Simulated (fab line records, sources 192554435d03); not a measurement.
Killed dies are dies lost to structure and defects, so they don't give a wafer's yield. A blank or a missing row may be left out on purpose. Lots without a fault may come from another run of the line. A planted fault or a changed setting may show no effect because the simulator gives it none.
Which tool did it? | flow n5_finfet | 12 lots, 36 wafers sampled, at 2 steps of a route of 1938

WHAT THE GAUGES READ, wafer by wafer
N5_BEOL_M5_CD_MEAS_28: target cd 30.6 nm, target cd y 20 nm.
lot  | measured     | on        | cd_nm (nm)
L074 | day 8 22:32  | cd_sem-03 | 30.55 30.86 31.22
L076 | day 9 17:46  | cd_sem-03 | 30.31 30.54 30.22
L079 | day 10 10:02 | cd_sem-03 | 31.13 30.20 30.68
L082 | day 11 03:10 | cd_sem-03 | 30.82 31.13 30.81
L083 | day 11 14:29 | cd_sem-02 | 30.69 30.58 30.37
L085 | day 12 13:54 | cd_sem-02 | 30.69 30.54 30.52
L088 | day 12 23:35 | cd_sem-01 | 30.84 30.43 30.59
L089 | day 13 13:00 | cd_sem-02 | 31.02 30.79 30.93
L090 | day 13 18:20 | cd_sem-01 | 30.30 30.72 30.52
L092 | day 14 04:57 | cd_sem-01 | 30.60 30.80 30.53
L094 | day 14 10:38 | cd_sem-01 | 30.20 30.41 30.76
L097 | day 15 20:19 | cd_sem-01 | 30.38 30.66 30.16

WHICH TOOL RAN EACH LOT (tool, then ch and the chambers of the sampled wafers, then the start)
lot  | N5_BEOL_M4_VIA_ETCH_34
L074 | rie_diel-04 ch 1,3, day 8 12:55
L076 | rie_diel-04 ch 2,3, day 9 06:35
L079 | rie_diel-03 ch 1,2, day 9 12:33
L082 | rie_diel-01 ch 1,3, day 10 16:46
L083 | rie_diel-01 ch 1,2, day 11 05:47
L085 | rie_diel-04 ch 0,2,3, day 12 06:27
L088 | rie_diel-01 ch 1,2, day 12 14:10
L089 | rie_diel-03 ch 0,1,3, day 13 00:15
L090 | rie_diel-03 ch 1,2, day 13 05:46
L092 | rie_diel-03 ch 0,1,2, day 13 14:49
L094 | rie_diel-03 ch 1,2,3, day 14 02:08
L097 | rie_diel-01 ch 0,1,3, day 15 05:33
- N5_BEOL_M4_VIA_ETCH_34: etches the open film in C4F6/O2, target depth 69.4 nm, time 65.9 s.

THE ANSWER, worked out from the rows above alone
Rule: what is usual is taken from the lots themselves. Put in order of their means at a reading, lots are off if they are a third of the lots or fewer, leave a main group of 4 or more, and stand apart from it by a gap of 3 or more times the standard deviation of the main group's means; of several such gaps the widest counts. A main group whose means are all the same, to the digits that the tables above print for the reading, isn't used. A lot without any number at a reading at which 4 lots or more have one is off too. The other lots that the step has rows for count as sound.
No lot is off at any reading shown: from this, nothing can be told.

WHAT THE SIMULATOR HAD PUT IN
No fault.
